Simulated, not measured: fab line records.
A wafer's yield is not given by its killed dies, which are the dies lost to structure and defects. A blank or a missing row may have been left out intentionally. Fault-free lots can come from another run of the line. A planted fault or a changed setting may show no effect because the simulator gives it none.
Which tool did it? / flow nand-harc / 13 lots, 39 wafers sampled, at 5 steps of a route of 1302

## WHAT THE GAUGES SHOWED, per wafer
NHARC_A_BONDPAD_THK_MEAS_20: measures by xrf. Usual: thk-nm reads 169.9 nm (standard deviation 1.3).
lot=L578; measured=day 23 01:59; on=film-metro-02; thk-nm (nm)=172.6 173.5 169.5; flag=
lot=L581; measured=day 24 11:50; on=film-metro-01; thk-nm (nm)=172.3 171.6 168.6; flag=
lot=L582; measured=day 24 12:03; on=film-metro-01; thk-nm (nm)=171.1 169.0 169.0; flag=
lot=L579; measured=day 24 16:17; on=film-metro-02; thk-nm (nm)=169.8 170.6 169.1; flag=
lot=L583; measured=day 25 08:54; on=film-metro-01; thk-nm (nm)=171.2 168.3 169.1; flag=
lot=L585; measured=day 26 15:11; on=film-metro-01; thk-nm (nm)=170.4 168.7 170.6; flag=
lot=L588; measured=day 28 11:07; on=film-metro-02; thk-nm (nm)=172.2 168.7 172.1; flag=
lot=L590; measured=day 28 12:56; on=film-metro-01; thk-nm (nm)=169.8 168.2 169.4; flag=
lot=L596; measured=day 31 09:33; on=film-metro-01; thk-nm (nm)=169.9 168.7 169.7; flag=
lot=L598; measured=day 31 16:38; on=film-metro-02; thk-nm (nm)=169.3 167.8 170.9; flag=
lot=L597; measured=day 31 17:09; on=film-metro-02; thk-nm (nm)=171.7 171.1 169.7; flag=
lot=L599; measured=day 32 03:57; on=film-metro-02; thk-nm (nm)=167.2 170.5 169.5; flag=
lot=L600; measured=day 32 22:57; on=film-metro-02; thk-nm (nm)=171.8 168.8 169.6; flag=

NHARC_THIN_TSV_THK_MEAS_02: measures by ir. Usual: thk-nm reads 3001 nm (standard deviation 250).
lot=L578; measured=day 23 12:28; on=film-metro-02; thk-nm (nm)=2710 2966 3112; flag=
lot=L581; measured=day 24 23:11; on=film-metro-01; thk-nm (nm)=2367 2505 2541; flag=
lot=L582; measured=day 25 00:25; on=film-metro-01; thk-nm (nm)=2469 2582 2674; flag=
lot=L579; measured=day 25 05:46; on=film-metro-01; thk-nm (nm)=2966 2962 3223; flag=
lot=L583; measured=day 25 20:25; on=film-metro-01; thk-nm (nm)=3373 3425 3411; flag=
lot=L585; measured=day 27 02:38; on=film-metro-01; thk-nm (nm)=3229 3222 3064; flag=
lot=L588; measured=day 29 02:39; on=film-metro-01; thk-nm (nm)=2487 2597 2776; flag=
lot=L590; measured=day 29 01:26; on=film-metro-02; thk-nm (nm)=2970 3050 3206; flag=
lot=L596; measured=day 32 01:29; on=film-metro-02; thk-nm (nm)=3233 3109 3348; flag=
lot=L598; measured=day 32 11:04; on=film-metro-02; thk-nm (nm)=2811 2962 3182; flag=
lot=L597; measured=day 32 12:16; on=film-metro-02; thk-nm (nm)=3069 3029 3098; flag=
lot=L599; measured=day 32 16:23; on=film-metro-02; thk-nm (nm)=3183 3015 3090; flag=
lot=L600; measured=day 33 10:19; on=film-metro-01; thk-nm (nm)=2756 3020 2674; flag=

NHARC_END_SORT_01. Usual: killed-at-array 53, standard deviation 18; killed-at-other 0.9, standard deviation 1.3; killed-at-periphery 4, standard deviation 3.1; killed-dies 58, standard deviation 18; killed-open 3.4, standard deviation 2; killed-short 2.5, standard deviation 1.8.
lot=L590; measured=day 29 17:29; on=prober-02; killed-at-array=77 139 128; killed-at-other=0 1 0; killed-at-periphery=1 1 1; killed-dies=78 141 129; killed-open=4 1 3; killed-short=2 1 0; flag=OFF

## WHICH TOOL RAN EACH LOT (tool, then ch and the chambers of the sampled wafers, then the start)
lot=L578; NHARC_A_CONTACT_ETCH_116=har-cap-etch-03 ch 0,1, day 21 11:18; NHARC_A_BONDPAD_PRE_CLEAN_26=pvd-sputter-02, day 23 01:59 or earlier
lot=L581; NHARC_A_CONTACT_ETCH_116=har-cap-etch-02 ch 0,1, day 22 18:45; NHARC_A_BONDPAD_PRE_CLEAN_26=pvd-sputter-03, day 24 11:50 or earlier
lot=L582; NHARC_A_CONTACT_ETCH_116=har-cap-etch-03 ch 0,1, day 22 19:24; NHARC_A_BONDPAD_PRE_CLEAN_26=pvd-sputter-02, day 24 12:03 or earlier
lot=L579; NHARC_A_CONTACT_ETCH_116=har-cap-etch-02 ch 0,1, day 22 23:43; NHARC_A_BONDPAD_PRE_CLEAN_26=pvd-sputter-03, day 24 16:17 or earlier
lot=L583; NHARC_A_CONTACT_ETCH_116=har-cap-etch-01 ch 0,1, day 23 19:43; NHARC_A_BONDPAD_PRE_CLEAN_26=pvd-sputter-02, day 25 08:54 or earlier
lot=L585; NHARC_A_CONTACT_ETCH_116=har-cap-etch-01 ch 0,1, day 25 00:13; NHARC_A_BONDPAD_PRE_CLEAN_26=pvd-sputter-01, day 26 15:11 or earlier
lot=L588; NHARC_A_CONTACT_ETCH_116=har-cap-etch-02 ch 0,1, day 26 15:11; NHARC_A_BONDPAD_PRE_CLEAN_26=pvd-sputter-01, day 28 11:07 or earlier
lot=L590; NHARC_A_CONTACT_ETCH_116=har-cap-etch-01 ch 0,1, day 26 17:43; NHARC_A_BONDPAD_PRE_CLEAN_26=pvd-sputter-01, day 28 12:56 or earlier
lot=L596; NHARC_A_CONTACT_ETCH_116=har-cap-etch-01 ch 0,1, day 29 16:55; NHARC_A_BONDPAD_PRE_CLEAN_26=pvd-sputter-03, day 31 09:33 or earlier
lot=L598; NHARC_A_CONTACT_ETCH_116=har-cap-etch-01 ch 0,1, day 30 02:25; NHARC_A_BONDPAD_PRE_CLEAN_26=pvd-sputter-03, day 31 16:38 or earlier
lot=L597; NHARC_A_CONTACT_ETCH_116=har-cap-etch-02 ch 0, day 30 02:41; NHARC_A_BONDPAD_PRE_CLEAN_26=pvd-sputter-02, day 31 17:09 or earlier
lot=L599; NHARC_A_CONTACT_ETCH_116=har-cap-etch-01 ch 0,1, day 30 14:22; NHARC_A_BONDPAD_PRE_CLEAN_26=pvd-sputter-03, day 32 03:57 or earlier
lot=L600; NHARC_A_CONTACT_ETCH_116=har-cap-etch-02 ch 0,1, day 31 07:23; NHARC_A_BONDPAD_PRE_CLEAN_26=pvd-sputter-03, day 32 22:57 or earlier
- NHARC_A_CONTACT_ETCH_116: etches the open film in C4F8/O2/Ar, time 190 s, target depth 1850 nm.
- NHARC_A_BONDPAD_PRE_CLEAN_26: time 30 s.

## WHAT THE TOOLS THEMSELVES READ (means of the sampled wafers that have a number; where no wafer has one, the mark that the record gives instead)
NHARC_A_BONDPAD_PRE_CLEAN_26. Usual: heater-power-w reads 436 W (standard deviation 34).
lot=L578; tool=pvd-sputter-02; heater-power-w (W)=433; flag=
lot=L581; tool=pvd-sputter-03; heater-power-w (W)=404; flag=
lot=L582; tool=pvd-sputter-02; heater-power-w (W)=437; flag=
lot=L579; tool=pvd-sputter-03; heater-power-w (W)=420; flag=
lot=L583; tool=pvd-sputter-02; heater-power-w (W)=400; flag=
lot=L585; tool=pvd-sputter-01; heater-power-w (W)=466; flag=
lot=L588; tool=pvd-sputter-01; heater-power-w (W)=482; flag=
lot=L590; tool=pvd-sputter-01; heater-power-w (W)=460; flag=
lot=L596; tool=pvd-sputter-03; heater-power-w (W)=410; flag=
lot=L598; tool=pvd-sputter-03; heater-power-w (W)=423; flag=
lot=L597; tool=pvd-sputter-02; heater-power-w (W)=391; flag=
lot=L599; tool=pvd-sputter-03; heater-power-w (W)=424; flag=
lot=L600; tool=pvd-sputter-03; heater-power-w (W)=420; flag=

## THE ANSWER, worked out from the rows above alone
Rule: a lot counts as off when the mean over its wafers that have a number is more than 3 standard deviations away from the usual mean. A lot without any number at a reading at which 4 lots or more have one is off too. Where the step has rows for the other lots, those lots are counted as sound. After the gauges, taken in route order, come the tools' own readings; for these a lot's mean is taken, as printed above. At the first step where some lot is off, the reading lying furthest off is the one used; lots without a number count as furthest.
Off: L590 (NHARC_END_SORT_01, killed-at-array). Neither off nor sound, because the step has no rows for them: L578, L581, L582, L579, L583, L585, L588, L596, L598, L597, L599, L600.
If a tool, at a process step before that reading, ran all the lots that are off and no sound lot after the first of them, it fits. Gauges at NHARC_END_SORT_01: tried the same way as those tools. NHARC_A_BONDPAD_PRE_CLEAN_26 gives no start for some lots, so the hours and the order of its lots are those of NHARC_A_BONDPAD_THK_MEAS_20. Can't be told from this: 3 tools fit, har-cap-etch-01 at NHARC_A_CONTACT_ETCH_116, pvd-sputter-01 at NHARC_A_BONDPAD_PRE_CLEAN_26, prober-02 at NHARC_END_SORT_01.

## WHAT WAS PUT IN BY THE SIMULATOR
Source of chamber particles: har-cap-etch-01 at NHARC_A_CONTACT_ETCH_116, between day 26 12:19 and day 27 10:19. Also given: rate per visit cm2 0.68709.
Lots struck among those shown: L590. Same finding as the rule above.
